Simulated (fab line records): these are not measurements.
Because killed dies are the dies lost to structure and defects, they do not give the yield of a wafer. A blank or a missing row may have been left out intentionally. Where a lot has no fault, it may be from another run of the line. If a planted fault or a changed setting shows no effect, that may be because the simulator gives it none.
Chamber matching | flow nandHarc | 4 sister chambers for NHARC_A_M1_DESCUM_14 on rieDiel-01
The step chemistry O2, time 3 s. 8 wafers are shown with their chamber, then 9 later ones without.

== WAFERS PAIRED WITH THEIR CHAMBERS ==
wafer  | chamber | drypumpMotorCurrentA (A) | rfVppV (V)
L086.1 | 2       | 6.2                      | 56.9
L088.5 | 0       | 6.1                      | 57.7
L088.6 | 3       | 5.9                      | 58.1
L091.2 | 3       | 5.9                      | 57.4
L091.3 | 2       | 6.1                      | 56.9
L092.1 | 1       | 5.3                      | 58.0
L092.4 | 0       | 6.1                      | 56.9
L092.5 | 1       | 5.3                      | 56.1

== WAFERS WITHOUT THEIR CHAMBER ==
wafer  | drypumpMotorCurrentA (A) | rfVppV (V)
L094.2 | 6.1                      | 59.0
L094.3 | 5.3                      | 56.8
L094.5 | 6.1                      | 58.4
L096.2 | 6.2                      | 59.2
L096.4 | 6.0                      | 58.0
L096.5 | 5.3                      | 56.5
L097.1 | 5.2                      | 57.5
L097.3 | 6.1                      | 59.0
L097.4 | 6.1                      | 57.3

== WHICH CHAMBER EACH WENT THROUGH ==
wafer  | from the rows above          | in truth
L094.2 | can't be placed: 0 or 2      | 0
L094.3 | 1                            | 1
L094.5 | can't be placed: 0 or 2      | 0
L096.2 | can't be placed: 2 or 0      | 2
L096.4 | can't be placed: 3 or 0 or 2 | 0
L096.5 | 1                            | 1
L097.1 | 1                            | 1
L097.3 | can't be placed: 0 or 2      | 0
L097.4 | can't be placed: 0 or 2      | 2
3 of 9 placed correctly. These rows do not allow placing 6 (true chamber among the candidates in 6). Wrongly placed: 0.
How it was worked out, from the rows above alone: a wafer's distance from a chamber is the root of the sum, over the readings, of the square of ((its reading less the chamber's mean) divided by the reading's scatter). If the next closest chamber is less than 2 further off than the closest, the wafer can't be placed; otherwise it belongs to the closest. For every chamber, the mean is computed from those of its wafers that are shown. The scatter is the square root of a quotient: the sum, over the shown wafers, of each reading's squared deviation from its chamber's mean, divided by wafers minus chambers.
